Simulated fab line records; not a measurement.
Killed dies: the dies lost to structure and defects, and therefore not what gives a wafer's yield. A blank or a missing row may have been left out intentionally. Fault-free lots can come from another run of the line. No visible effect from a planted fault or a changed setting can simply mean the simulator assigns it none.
fab line records -- flow n5_finfet
record: lots: 6, wafers: 18, last_day: 18
route steps=1938 shown MOL_CONTACT_COAG@537 BEOL_M4@1111 PASSIVATION@1936
lots that met no fault: from a run of the same line without faults
start_h: hours from the record's opening day to when the first of the lot's shown wafers began -- wait_h: hours from the lot's prior step to this one -- " same as the row above -- L1.1+2: one row covering several wafers at once -- - no value, or no start was given -- * or withheld: withheld -- < > ~ a bound
route shown NAME@n: a module of which the file shows steps, and the number in the route of the first -- usual: mean/standard deviation of fault-free wafers -- same: alike in all rows -- chamber/n: place in a boat -- sites: readings site by site -- _std_site: standard deviation across them -- _edge_site: the outer-site mean with the inner-site mean subtracted -- radius_mm: how far each site lies from the wafer's centre -- mask NAME#n: copy n -- behind: tool/chamber where the wafer was last shaped -- hold: cause of the lot's hold/its duration in hours/its outcome -- device: whichever transistor did not switch (one of n, p or np) -- end of line: at the end of the route, the tests of the same wafers -- where a step has no rows: the recipe by itself -- killed: dies that structure and defects cost at the first sort, which is not the same as the wafer's yield -- map: a wafer's dies, marking killed ones x, the rest . and places with no die _
set.NAME: the run value of the setting; set.NAME@STEP: its run value at that earlier step -- model.NAME: the simulator's own value behind a step, which no gauge read
lots at some steps of the route; a table a step, a row a wafer
services: the hour from which a tool's chamber was out of use, counted from the record's first day as start_h (under 0 if before that day), plus the number of hours and why
== steps ==
step: N5_MOL_CONTACT_COAG_ETCH_15
recipe: chemistry: CH3F/O2, target: SiNx, target_depth_a: 70, mask_material: SOC, stop_on: Si:P, over_etch_frac: 0.75, ion_energy_ev: 120, pressure_mtorr: 30, source_w: 395, bias_w: 73, Ar_flow_sccm: 150, CH3F_flow_sccm: 30, O2_flow_sccm: 20
usual: drypump_motor_current_A: 5.6/0.39, oes_product_au: 0.58/0.063, rf_fwd_power_W: 392.0/1.4, rf_vpp_V: 297/5.3, showerhead_plenum_p_Torr: 2.03/0.066, throttle_valve_pct: 16.21/0.2
same: over_etch_frac: 0.75
lot.wafer,tool,chamber,start_h,wait_h,drypump_motor_current_A,oes_product_au,rf_fwd_power_W,rf_hours_counter_h,rf_vpp_V,showerhead_plenum_p_Torr,throttle_valve_pct
L621.3,rie_diel-04,1,121.24,0.0,5.4,0.50,392.6,242,293,1.96,16.23
L621.4,rie_diel-04,2,121.24,0.0,5.7,0.56,391.6,155,289,2.09,16.49
L621.5,rie_diel-04,1,121.24,0.0,5.4,0.51,392.9,-,291,1.96,16.21
L625.3,rie_diel-05,0,143.79,0.0,5.6,0.65,391.9,35,300,2.10,16.03
L625.4,rie_diel-05,1,143.79,0.0,5.4,0.50,393.8,246,299,1.96,16.57
L625.5,rie_diel-05,0,143.79,0.0,5.5,0.65,390.0,-,297,2.10,16.05
L626.1,rie_diel-05,3,152.99,0.0,5.7,0.53,394.3,195,306,1.99,16.24
L626.2,rie_diel-05,1,152.99,0.0,5.4,0.50,395.5,250,298,1.96,16.61
L626.4,rie_diel-05,0,152.99,0.0,5.6,0.65,391.1,38,299,2.10,16.04
L629.2,rie_diel-05,0,172.95,0.0,5.6,0.63,391.0,47,297,2.10,16.06
L629.5,rie_diel-05,0,172.95,0.0,5.6,0.64,390.1,-,298,2.10,16.07
L629.6,rie_diel-05,2,172.95,0.0,5.8,0.52,392.9,-,293,2.07,16.01
L635.3,rie_diel-02,1,202.10,0.0,5.4,0.66,393.2,12,305,2.05,16.27
L635.5,rie_diel-02,0,202.10,0.0,5.4,0.58,391.7,-,296,2.01,16.15
L635.6,rie_diel-02,1,202.10,0.0,5.4,0.66,392.7,-,303,2.05,16.27
L639.2,rie_diel-02,3,227.34,0.0,5.5,0.64,394.1,58,287,1.96,16.39
L639.3,rie_diel-02,0,227.34,0.0,5.4,0.56,391.6,131,295,2.01,16.14
L639.6,rie_diel-02,1,227.34,0.0,5.4,0.65,392.8,-,304,2.04,16.28
step: N5_MOL_CONTACT_COAG_ETCH_110
recipe: chemistry: CF4/O2, target: Si, target_depth_a: 25, time_s: 8, pressure_mtorr: 100, source_w: 200, bias_w: 12, ion_energy_ev: 60, Ar_flow_sccm: 100, cf4_flow_sccm: 100, O2_flow_sccm: 10
usual: cf4_flow_sccm: 100.0/0.32, drypump_motor_current_A: 5.6/0.39, oes_product_au: 0.79/0.088, rf_fwd_power_W: 198.2/0.87, rf_vpp_V: 127.4/2.8, showerhead_plenum_p_Torr: 2.25/0.068, throttle_valve_pct: 10.66/0.24
lot.wafer,tool,chamber,start_h,wait_h,cf4_flow_sccm,drypump_motor_current_A,oes_product_au,rf_fwd_power_W,rf_hours_counter_h,rf_vpp_V,showerhead_plenum_p_Torr,throttle_valve_pct
L621.3,rie_diel-04,1,121.30,0.0,100.5,5.4,0.68,199.0,242,124.7,2.18,10.79
L621.4,rie_diel-04,2,121.30,0.0,100.3,5.7,0.77,198.6,155,124.2,2.32,10.89
L621.5,rie_diel-04,1,121.30,0.0,99.2,5.4,0.68,198.3,-,124.6,2.18,10.78
L625.3,rie_diel-05,0,143.85,0.0,100.2,5.6,0.87,197.8,35,128.5,2.35,10.50
L625.4,rie_diel-05,1,143.85,0.0,99.9,5.4,0.69,200.0,246,127.9,2.20,11.16
L625.5,rie_diel-05,0,143.85,0.0,99.6,5.6,0.88,196.6,-,127.8,2.35,10.50
L626.1,rie_diel-05,3,153.05,0.0,100.3,5.7,0.71,198.4,195,131.7,2.22,10.79
L626.2,rie_diel-05,1,153.05,0.0,99.8,5.4,0.69,198.2,250,127.8,2.19,11.15
L626.4,rie_diel-05,0,153.05,0.0,99.6,5.6,0.88,198.1,38,129.3,2.35,10.52
L629.2,rie_diel-05,0,173.01,0.0,100.1,5.5,0.85,198.2,47,128.3,2.35,10.52
L629.5,rie_diel-05,0,173.01,0.0,99.6,5.5,0.86,197.5,-,129.1,2.35,10.53
L629.6,rie_diel-05,2,173.01,0.0,99.3,5.8,0.71,198.9,-,124.8,2.29,10.60
L635.3,rie_diel-02,1,202.16,0.0,99.9,5.4,0.91,199.4,12,129.7,2.28,10.54
L635.5,rie_diel-02,0,202.16,0.0,99.7,5.4,0.78,197.8,-,128.0,2.24,10.61
L635.6,rie_diel-02,1,202.16,0.0,99.8,5.4,0.91,198.8,-,131.3,2.27,10.54
L639.2,rie_diel-02,3,227.40,0.0,100.1,5.5,0.85,199.6,58,123.1,2.18,10.72
L639.3,rie_diel-02,0,227.40,0.0,99.8,5.4,0.78,197.7,131,127.0,2.24,10.64
L639.6,rie_diel-02,1,227.40,0.0,99.6,5.4,0.89,198.2,-,133.5,2.27,10.58
step: N5_MOL_CONTACT_COAG_STRIP_98
recipe: chemistry: N2/H2, power_w: 500, temp_c: 40, pressure_mtorr: 50, rf_frequency_hz: 6e+07, overash_fraction: 0.3, bias_power_w: 8, h2_frac: 0.5, n2_flow_sccm: 300, h2_flow_sccm: 300
usual: bias_power_w: 8.004/0.024, drypump_motor_current_A: 5.6/0.39, oes_product_au: 0.80/0.086, rf_vpp_V: 54.4/1.6, showerhead_plenum_p_Torr: 3.40/0.11, throttle_valve_pct: 18.9/0.35
lot.wafer,tool,chamber,start_h,wait_h,bias_power_w,drypump_motor_current_A,oes_product_au,rf_hours_counter_h,rf_vpp_V,showerhead_plenum_p_Torr,throttle_valve_pct
L621.3,rie_diel-04,1,121.35,0.0,8.031,5.4,0.69,242,53.0,3.33,19.2
L621.4,rie_diel-04,2,121.35,0.0,8.024,5.7,0.75,155,53.5,3.49,19.5
L621.5,rie_diel-04,1,121.35,0.0,8.015,5.4,0.68,-,52.0,3.33,19.2
L625.3,rie_diel-05,0,143.90,0.0,8.010,5.6,0.89,35,56.0,3.58,19.0
L625.4,rie_diel-05,1,143.90,0.0,8.009,5.4,0.67,246,54.1,3.32,19.3
L625.5,rie_diel-05,0,143.90,0.0,7.993,5.6,0.88,-,53.7,3.58,19.0
L626.1,rie_diel-05,3,153.10,0.0,8.008,5.7,0.71,195,57.0,3.31,18.4
L626.2,rie_diel-05,1,153.10,0.0,8.006,5.4,0.67,250,50.1,3.32,19.3
L626.4,rie_diel-05,0,153.10,0.0,8.033,5.6,0.88,38,58.1,3.57,19.0
L629.2,rie_diel-05,0,173.06,0.0,7.985,5.6,0.86,47,56.8,3.57,19.0
L629.5,rie_diel-05,0,173.06,0.0,8.010,5.6,0.88,-,55.7,3.57,19.0
L629.6,rie_diel-05,2,173.06,0.0,8.006,5.8,0.71,-,53.4,3.46,18.2
L635.3,rie_diel-02,1,202.21,0.0,7.995,5.4,0.92,12,55.6,3.45,18.9
L635.5,rie_diel-02,0,202.21,0.0,8.017,5.4,0.79,-,52.3,3.38,18.6
L635.6,rie_diel-02,1,202.21,0.0,7.981,5.4,0.93,-,52.2,3.45,18.9
L639.2,rie_diel-02,3,227.45,0.0,8.014,5.5,0.85,58,54.6,3.28,19.0
L639.3,rie_diel-02,0,227.45,0.0,7.994,5.4,0.80,131,57.8,3.37,18.6
L639.6,rie_diel-02,1,227.45,0.0,8.030,5.4,0.89,-,57.4,3.44,18.9
step: N5_MOL_CONTACT_COAG_CD_MEAS_99
recipe: target_cd_nm: 17.2, polarity: opening
usual: cd_nm: 17.0/0.37
lot.wafer,tool,chamber,start_h,wait_h,cd_nm
L621.3,cd_sem-03,-,121.42,-,16.5
L621.4,cd_sem-03,-,121.42,-,16.4
L621.5,cd_sem-03,-,121.42,-,16.8
L625.3,cd_sem-03,-,143.97,-,17.0
L625.4,cd_sem-03,-,143.97,-,16.6
L625.5,cd_sem-03,-,143.97,-,17.3
L626.1,cd_sem-02,-,153.17,-,17.2
L626.2,cd_sem-02,-,153.17,-,17.1
L626.4,cd_sem-02,-,153.17,-,17.3
L629.2,cd_sem-01,-,173.13,-,17.2
L629.5,cd_sem-01,-,173.13,-,17.7
L629.6,cd_sem-01,-,173.13,-,17.2
L635.3,cd_sem-03,-,202.28,-,17.1
L635.5,cd_sem-03,-,202.28,-,17.3
L635.6,cd_sem-03,-,202.28,-,16.9
L639.2,cd_sem-02,-,227.52,-,17.0
L639.3,cd_sem-02,-,227.52,-,16.7
L639.6,cd_sem-02,-,227.52,-,16.5
step: N5_MOL_CONTACT_COAG_IMPLANT_129
recipe: species: Ge, energy_kev: 3, dose_cm2: 6e+14, tilt_deg: 0, rotation_deg: 0
step: N5_MOL_CONTACT_COAG_PRECLEAN_111
recipe: chemistry: NF3:NH3, afs_cycles: 1, temp_c: 30, time_s: 20, sublimation_temp_c: 180, sublimation_time_s: 60, pressure_torr: 3, rf_power_w: 30
step: N5_MOL_CONTACT_COAG_TI_SIL_19
recipe: material: Ti, target_thk_a: 42, temp_c: 200, chamber_pressure_pa: 5, power_w: 5000, time_s: 15
usual: throttle_valve_pct: 29.4/1.1
lot.wafer,tool,chamber,start_h,wait_h,throttle_valve_pct
L621.3,pvd_sputter-03,-,123.60,1.8,30.9
L621.4,pvd_sputter-03,-,123.60,1.8,28.9
L621.5,pvd_sputter-03,-,123.60,1.8,28.8
L625.3,pvd_sputter-03,-,144.57,0.3,28.7
L625.4,pvd_sputter-03,-,144.57,0.3,28.6
L625.5,pvd_sputter-03,-,144.57,0.3,28.9
L626.1,pvd_sputter-03,-,154.47,0.2,28.7
L626.2,pvd_sputter-03,-,154.47,0.2,28.8
L626.4,pvd_sputter-03,-,154.47,0.2,30.8
L629.2,pvd_sputter-01,-,175.66,0.3,30.6
L629.5,pvd_sputter-01,-,175.66,0.3,29.2
L629.6,pvd_sputter-01,-,175.66,0.3,30.8
L635.3,pvd_sputter-01,-,206.41,0.2,30.7
L635.5,pvd_sputter-01,-,206.41,0.2,27.8
L635.6,pvd_sputter-01,-,206.41,0.2,30.4
L639.2,pvd_sputter-01,-,228.44,0.2,30.7
L639.3,pvd_sputter-01,-,228.44,0.2,27.5
L639.6,pvd_sputter-01,-,228.44,0.2,27.6
step: N5_MOL_CONTACT_COAG_ALD_20
recipe: material: TiN, target_thk_a: 15, temp_c: 400, ald_precursor_family: TiCl4, ald_co_reactant: NH3, pulse_time_s: 1, purge_time_s: 3, co_reactant_purge_time_s: 2, co_reactant_pulse_time_s: 2, ald_cycles: 68, pressure_torr: 3
step: N5_MOL_CONTACT_COAG_SIL_ANNEAL_21
recipe: temp_c: 550, time_s: 60, ambient: N2
step: N5_MOL_CONTACT_COAG_PRE_CLEAN_141
recipe: gas: H2/He, time_s: 60, temp_c: 300
step: N5_MOL_CONTACT_COAG_SPUTTER_143
recipe: material: Co, target_thk_a: 25, temp_c: 25, chamber_pressure_pa: 0.2
step: N5_MOL_CONTACT_COAG_CO_FILL_22
recipe: material: Co, target_thk_a: 200, temp_c: 200, precursor: CCTBA/H2, pressure_torr: 30
step: N5_MOL_CONTACT_COAG_ANNEAL_113
recipe: temp_c: 400, time_s: 300, ambient: H2/N2
usual: anneal_temp_c: 399.99/0.22, anneal_temp_c_max: 401.8/0.4, lamp_power_pct: 2.4/0.35, lamp_zone_2_pct: 2.4/0.35, wafer_temp_C_max: 401.4/0.31
lot.wafer,tool,chamber,start_h,wait_h,anneal_temp_c,anneal_temp_c_max,lamp_power_pct,lamp_zone_2_pct,wafer_temp_C_max
L621.3,rtp_anneal-01,0,127.39,0.6,400.03,401.9,3.0,3.0,401.6
L621.4,rtp_anneal-01,0,127.39,0.6,400.12,401.5,3.0,3.1,401.8
L621.5,rtp_anneal-01,0,127.39,0.6,399.81,401.7,3.0,3.0,402.4
L625.3,rtp_anneal-01,-,147.42,0.6,-,-,-,-,-
L625.4,rtp_anneal-01,-,147.42,0.6,-,-,-,-,-
L625.5,rtp_anneal-01,-,147.42,0.6,-,-,-,-,-
L626.1,rtp_anneal-02,-,156.54,0.3,-,-,-,-,-
L626.2,rtp_anneal-02,-,156.54,0.3,-,-,-,-,-
L626.4,rtp_anneal-02,-,156.54,0.3,-,-,-,-,-
L629.2,rtp_anneal-02,0,180.98,1.4,400.03,402.1,2.2,2.2,401.3
L629.5,rtp_anneal-02,0,180.98,1.4,400.05,401.7,2.2,2.2,401.2
L629.6,rtp_anneal-02,0,180.98,1.4,399.96,402.0,2.2,2.2,401.2
L635.3,rtp_anneal-02,0,208.82,1.0,400.44,402.2,2.2,2.2,401.5
L635.5,rtp_anneal-02,0,208.82,1.0,399.92,401.6,2.2,2.2,401.0
L635.6,rtp_anneal-02,0,208.82,1.0,400.10,402.3,2.2,2.2,401.1
L639.2,rtp_anneal-02,0,230.26,0.5,400.05,401.7,2.2,2.2,401.0
L639.3,rtp_anneal-02,0,230.26,0.5,399.82,401.5,2.2,2.2,401.5
L639.6,rtp_anneal-02,0,230.26,0.5,399.90,402.3,2.2,2.2,401.0
step: N5_MOL_CONTACT_COAG_PRE_CLEAN_142
recipe: gas: H2/He, time_s: 60, temp_c: 300
usual: heater_power_w: 466/36
lot.wafer,tool,chamber,start_h,wait_h,heater_power_w
L621.3,pvd_sputter-01,-,129.86,2.3,481
L621.4,pvd_sputter-01,-,129.86,2.3,438
L621.5,pvd_sputter-01,-,129.86,2.3,453
L625.3,pvd_sputter-02,-,149.31,1.7,488
L625.4,pvd_sputter-02,-,149.31,1.7,433
L625.5,pvd_sputter-02,-,149.31,1.7,493
L626.1,pvd_sputter-01,-,158.42,1.7,442
L626.2,pvd_sputter-01,-,158.42,1.7,488
L626.4,pvd_sputter-01,-,158.42,1.7,452
L629.2,pvd_sputter-02,-,181.97,0.8,484
L629.5,pvd_sputter-02,-,181.97,0.8,458
L629.6,pvd_sputter-02,-,181.97,0.8,424
L635.3,pvd_sputter-02,-,209.95,1.0,488
L635.5,pvd_sputter-02,-,209.95,1.0,468
L635.6,pvd_sputter-02,-,209.95,1.0,428
L639.2,pvd_sputter-03,-,231.65,1.2,549
L639.3,pvd_sputter-03,-,231.65,1.2,477
L639.6,pvd_sputter-03,-,231.65,1.2,534
step: N5_BEOL_M4_RC_MEAS_101
usual: DIBL_N: 35.8/1.8, DIBL_P: 35.9/2.2, IOFF_N: 0.16/0.035, IOFF_P: 0.21/0.04, ION_N: 672/11, ION_P: 461/7.4, SS_N: 71.4/0.64, SS_P: 73.2/0.67, VT_N: 250/3.5, VT_P: -251/3.4
lot.wafer,tool,chamber,start_h,wait_h,DIBL_N[mV/V],DIBL_P[mV/V],IOFF_N[nA/um],IOFF_P[nA/um],ION_N[uA/um],ION_P[uA/um],SS_N[mV/dec],SS_P[mV/dec],VT_N[mV],VT_P[mV]
L621.3,prober-01,0,200.82,0.3,33.9,34.2,0.12,0.18,660,460,71.9,73.0,252,-252
L621.4,prober-01,0,200.82,0.3,36.0,35.9,0.15,0.20,662,455,72.1,73.7,253,-251
L621.5,prober-01,0,200.82,0.3,33.7,33.1,0.12,0.16,644,446,71.0,72.1,255,-252
L625.3,prober-01,0,218.83,0.3,39.5,39.7,0.23,0.26,672,455,73.3,74.5,247,-247
L625.4,prober-01,0,218.83,0.3,37.6,38.1,0.19,0.23,677,462,71.8,74.2,248,-249
L625.5,prober-01,0,218.83,0.3,37.3,38.0,0.19,0.24,677,459,72.3,74.7,247,-247
L626.1,prober-01,0,222.11,0.0,36.0,35.8,0.15,0.20,664,448,71.9,73.6,251,-254
L626.2,prober-01,0,222.11,0.0,38.3,38.0,0.19,0.24,693,467,72.4,74.8,246,-252
L626.4,prober-01,0,222.11,0.0,36.2,35.0,0.16,0.20,678,461,71.5,74.2,252,-255
L629.2,prober-02,0,256.55,0.2,37.4,38.2,0.18,0.24,683,465,71.2,73.5,249,-246
L629.5,prober-02,0,256.55,0.2,37.3,36.5,0.17,0.21,670,459,71.1,73.5,251,-250
L629.6,prober-02,0,256.55,0.2,35.1,35.0,0.13,0.19,676,464,71.3,72.9,254,-250
L635.3,prober-01,0,285.21,0.3,39.3,38.7,0.25,0.29,697,464,72.4,73.8,243,-244
L635.5,prober-01,0,285.21,0.3,35.6,35.2,0.15,0.20,659,456,71.4,72.9,252,-248
L635.6,prober-01,0,285.21,0.3,35.6,35.3,0.15,0.21,674,461,71.3,73.5,248,-249
L639.2,prober-02,0,311.90,0.2,34.7,34.3,0.12,0.19,668,464,71.0,72.5,252,-254
L639.3,prober-02,0,311.90,0.2,34.1,33.1,0.11,0.17,656,458,71.3,72.1,254,-255
L639.6,prober-02,0,311.90,0.2,32.9,32.5,0.10,0.17,659,462,70.3,72.9,254,-253
step: N5_PASSIVATION_PROBE_49
usual: defect_limited_yield: 91.0/1.5, killed_at_M0_to_M3: 34/9.1, killed_at_M4_up: 14/5.7, killed_at_contacts: 13/5.7, killed_at_front_end: 42/12, killed_at_other: 4/3.4, killed_dies: 106/17, killed_open: 70/13, killed_short: 34/7.5, sort_bin_5_function: 5.2/0.94, sort_bin_6_memory: 3.4/0.69, sort_n_pass: 1074/17, sort_yield_pct: 91.0/1.5
same: gross_dies: 1180, killed_at_back_side: 0, sort_bin_4_leakage[%]: 0, sort_bin_8_speed[%]: 0
lot.wafer,tool,chamber,start_h,wait_h,defect_limited_yield[%],killed_at_M0_to_M3,killed_at_M4_up,killed_at_contacts,killed_at_front_end,killed_at_other,killed_dies,killed_open,killed_short,sort_bin_5_function[%],sort_bin_6_memory[%],sort_n_pass,sort_yield_pct[%]
L625.3,prober-02,-,325.87,0.1,91.2,26,17,15,44,2,104,78,26,5.3,3.2,1076,91.2
L625.4,prober-02,-,325.92,0.2,88.3,40,9,5,81,3,138,101,35,5.9,5.3,1042,88.3
L625.5,prober-02,-,325.97,0.2,90.4,28,8,15,62,0,113,83,30,5.1,4.2,1067,90.4
L626.1,prober-02,-,333.54,0.0,93.0,31,15,8,23,6,83,50,28,4.0,2.5,1097,93.0
L626.2,prober-02,-,333.59,0.1,90.8,40,17,20,23,8,108,65,42,5.3,3.5,1072,90.8
L626.4,prober-02,-,333.69,0.2,92.5,30,16,10,28,4,88,64,22,4.6,2.7,1092,92.5
L629.2,prober-02,-,356.75,0.1,91.4,30,14,9,46,3,102,69,30,5.3,3.0,1078,91.4
L629.5,prober-02,-,356.90,0.2,89.1,37,11,15,64,2,129,92,35,5.6,5.0,1051,89.1
L629.6,prober-02,-,356.95,0.3,90.2,42,7,20,43,4,116,84,30,5.6,4.1,1064,90.2
killed by level:class
L625.3 STI_FIN_REVEAL:geometric_particle:open=22 BEOL_M3:geometric_particle:open=12 MOL_CONTACT_COAG:geometric_particle:open=10 BEOL_M4:geometric_particle:open=7 BEOL_M0_SAQP:geometric_particle:open=6 STI_FIN_REVEAL:geometric_particle:short=5 MOL_CONTACT_COAG:geometric_particle:short=5 FIN_SAQP:geometric_particle:short=4
L625.4 STI_FIN_REVEAL:geometric_particle:open=24 FIN_SAQP:geometric_particle:open=19 BEOL_M3:geometric_particle:open=19 FIN_SAQP:geometric_particle:short=10 STI_FIN_REVEAL:geometric_particle:short=6 BEOL_M0_SAQP:geometric_particle:open=5 DUMMY_GATE:geometric_particle:open=4 ILD0:geometric_particle:short=4
L625.5 STI_FIN_REVEAL:geometric_particle:open=19 FIN_SAQP:geometric_particle:open=13 MOL_CONTACT_COAG:geometric_particle:open=13 BEOL_M3:geometric_particle:open=10 GATE_CUT:geometric_particle:open=7 FIN_SAQP:geometric_particle:short=6 STARTING-WAFER:geometric_particle:short=6 BEOL_M4:geometric_particle:open=5
L626.1 BEOL_M4:geometric_particle:open=8 BEOL_M3:geometric_particle:open=8 MOL_CONTACT_COAG:geometric_particle:open=6 BEOL_M0_SAQP:geometric_particle:short=6 BEOL_M0_SAQP:geometric_particle:open=4 BEOL_M0:geometric_particle:open=4 BEOL_M1:geometric_particle:open=4 HKMG_FIN:area_etch=4
L626.2 MOL_CONTACT_COAG:geometric_particle:open=15 BEOL_M0_SAQP:geometric_particle:open=9 BEOL_M4:geometric_particle:open=9 BEOL_M0_SAQP:geometric_particle:short=8 MOL_CONTACT_COAG:geometric_particle:short=5 BEOL_M0:geometric_particle:open=5 BEOL_M3:geometric_particle:open=5 BEOL_M0:geometric_particle:short=4
L626.4 MOL_CONTACT_COAG:geometric_particle:open=9 DUMMY_GATE:geometric_particle:open=8 BEOL_M0_SAQP:geometric_particle:open=6 BEOL_M4:geometric_particle:open=6 FIN_SAQP:geometric_particle:short=5 BEOL_M0_SAQP:geometric_particle:short=5 BEOL_M2:geometric_particle:open=5 BEOL_M3:geometric_particle:open=5
L629.2 STI_FIN_REVEAL:geometric_particle:open=13 BEOL_M0_SAQP:geometric_particle:open=12 FIN_SAQP:geometric_particle:short=8 MOL_CONTACT_COAG:geometric_particle:open=7 BEOL_M0_SAQP:geometric_particle:short=7 FIN_SAQP:geometric_particle:open=6 BEOL_M1:geometric_particle:open=6 STI_FIN_REVEAL:geometric_particle:short=3
L629.5 STI_FIN_REVEAL:geometric_particle:open=19 FIN_SAQP:geometric_particle:open=17 MOL_CONTACT_COAG:geometric_particle:open=11 BEOL_M1:geometric_particle:open=11 FIN_SAQP:geometric_particle:short=8 BEOL_M3:geometric_particle:open=7 GATE_CUT:geometric_particle:short=6 BEOL_M0_SAQP:geometric_particle:open=6
L629.6 MOL_CONTACT_COAG:geometric_particle:open=17 BEOL_M3:geometric_particle:open=14 FIN_SAQP:geometric_particle:open=10 BEOL_M2:geometric_particle:open=10 FIN_SAQP:geometric_particle:short=8 DUMMY_GATE:geometric_particle:open=7 STI_FIN_REVEAL:geometric_particle:open=5 BEOL_M0_SAQP:geometric_particle:open=5
== services ==
tool,chamber,start_h,hours,kind
rie_diel-04,3,103.87,1.6,repair
rie_diel-02,2,123.38,3.3,repair
rie_diel-02,3,124.20,18.9,repair
rie_diel-05,2,127.78,5.4,repair
rie_diel-04,0,133.20,5.6,repair
rie_diel-02,1,143.12,-,clean
rie_diel-02,1,143.12,-,consumable_replace:focus_ring
rie_diel-02,1,143.12,20.1,scheduled_down
rie_diel-02,1,143.12,20.1,vent_cycle
rie_diel-04,1,144.24,-,clean
rie_diel-04,1,144.24,-,consumable_replace:focus_ring
rie_diel-04,1,144.24,17.1,scheduled_down
rie_diel-04,1,144.24,17.1,vent_cycle
rie_diel-05,1,153.82,-,clean
rie_diel-05,1,153.82,-,consumable_replace:focus_ring
rie_diel-05,1,153.82,20.4,scheduled_down
rie_diel-05,1,153.82,20.4,vent_cycle
rtp_anneal-01,-,165.19,53.8,pm
rie_diel-05,3,207.52,3.0,repair
== key ==
first_sign: step: N5_MOL_CONTACT_COAG_ANNEAL_113, reading: tool_record, direction: missing
effect none on later readings
met_at N5_MOL_CONTACT_COAG_ANNEAL_113
struck_wafers L625.3,L625.4,L625.5,L626.1,L626.2,L626.4
onset_between 127.39 147.42
fault: kind: skipped_step_whole, tool: rtp_anneal-01,rtp_anneal-02, chamber: -, onset_h: 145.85, steps: N5_MOL_CONTACT_COAG_ANNEAL_113, scope: struck_lots_only
